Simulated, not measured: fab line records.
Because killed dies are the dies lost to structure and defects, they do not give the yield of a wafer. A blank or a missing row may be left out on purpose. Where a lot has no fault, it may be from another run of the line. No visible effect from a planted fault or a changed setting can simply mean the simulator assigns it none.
A lot that was struck, set against a sound lot / flow nand_harc / 13 out of 1159 route steps
Sound: these wafers, L226.1, L226.4, L226.6. Struck: wafer L238.4 (L238.1, L238.3, from the same lot, were not struck and are left out); the cause is given at the end.
Order at every step that has rows: each side's tool, ch and its chambers, its first start. Under that, the readings that differ: sound wafers / struck wafers / difference of the means / sigmas: that difference in standard deviations of wafers without a fault.
alike: readings with means less than 2 such deviations apart, plus words and numbers identical on both sides. not compared: withheld readings, readings lacking a value on some wafer, bounds such as >300 that could conceal the same value, and numbers that have no deviation in the record and whose values overlap.
The two part at a step that has a row with sigmas, a row that says differs or no value, or rows on one side only. Numbers that don't overlap but have no deviation are shown without sigmas and don't part them. Lack of a reading on every wafer of one side parts them only where that side has two or more wafers.

first, 1 step without rows for these wafers: NHARC_A_SLIT_SRD_20.
NHARC_A_SLIT_CD_MEAS_21:
  struck on cd_sem-03, day 17 17:45; sound on cd_sem-02, day 15 01:23
  alike: cd_nm
then, 3 steps without rows for these wafers: NHARC_A_SIN_REMOVE_WET_00 (chemistry H3PO4, time 15300 s); NHARC_A_SIN_REMOVE_PRECLEAN_01 (cleans in SC1); NHARC_A_SIN_REMOVE_SRD_02.
NHARC_A_SIN_REMOVE_INSPECT_04:
  struck on defect_inspect-02, day 18 01:28; sound on defect_inspect-02, day 15 08:34
  alike: raw_defect_count
NHARC_A_WL_FILL_ALD_00: deposits Al2O3, target thk 3 nm, pulse time 3 s, ald cycles 30.
  sound on ald_hk-04 ch 0,1,3, day 15 08:39; struck on ald_hk-04 ch 0, day 18 02:23
  alike: heater_power_w, precursor_pulse_height_rel
NHARC_A_WL_FILL_RTA_01: time 5 s.
  sound on rtp_anneal-02 ch 0, day 15 08:53; struck on rtp_anneal-02 ch 0, day 18 02:40
  alike: lamp_power_pct, lamp_zone_6_pct, wafer_temp_C_max
NHARC_A_WL_FILL_ALD_02: deposits TiN, target thk 2 nm, pulse time 3 s, ald cycles 100.
  sound on ald_metal-03 ch 0,1, day 15 09:08; struck on ald_metal-03 ch 2, day 18 02:56
  alike: heater_power_w, precursor_pulse_height_rel
NHARC_A_WL_FILL_CVD_03: deposits W, target thk 40 nm, time 3302 s.
  sound on cvd_w-01 ch 0,1, day 15 09:40; struck on cvd_w-02 ch 0, day 18 03:26
  alike: heater_power_w, throttle_valve_pct
NHARC_A_WL_FILL_ETCHBACK_04: etches the open film in NF3, target depth 60 nm, time 120 s.
  sound on rie_metal-02 ch 0,1, day 15 13:00; struck on rie_metal-02 ch 0, day 18 06:49
reading=oes_product_au (a.u.); sound=1.006 1.004 1.008; struck=1.046; difference=+0.040; sigmas=+5
  alike: drypump_motor_current_A
  not compared: rf_hours_counter_h
NHARC_A_WL_FILL_ETCHBACK_05: etches the open film in Cl2/BCl3, target depth 22 nm, time 60 s.
  sound on rie_metal-02 ch 0, day 15 13:13; struck on rie_metal-02 ch 0, day 18 07:01
  alike: drypump_motor_current_A, oes_product_au
  not compared: rf_hours_counter_h
next, for these wafers, 1 step has no rows: NHARC_END_SORT_01.

WHERE THEY PART
At NHARC_A_WL_FILL_ETCHBACK_04 and nowhere else, as far as this record goes. Later steps at which nothing parts them and some readings are alike: NHARC_A_WL_FILL_ETCHBACK_05.

WHY: what had been put in by the simulator
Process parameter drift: rie_metal-02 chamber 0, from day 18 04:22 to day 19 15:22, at NHARC_A_WL_FILL_ETCHBACK_04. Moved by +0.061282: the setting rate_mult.
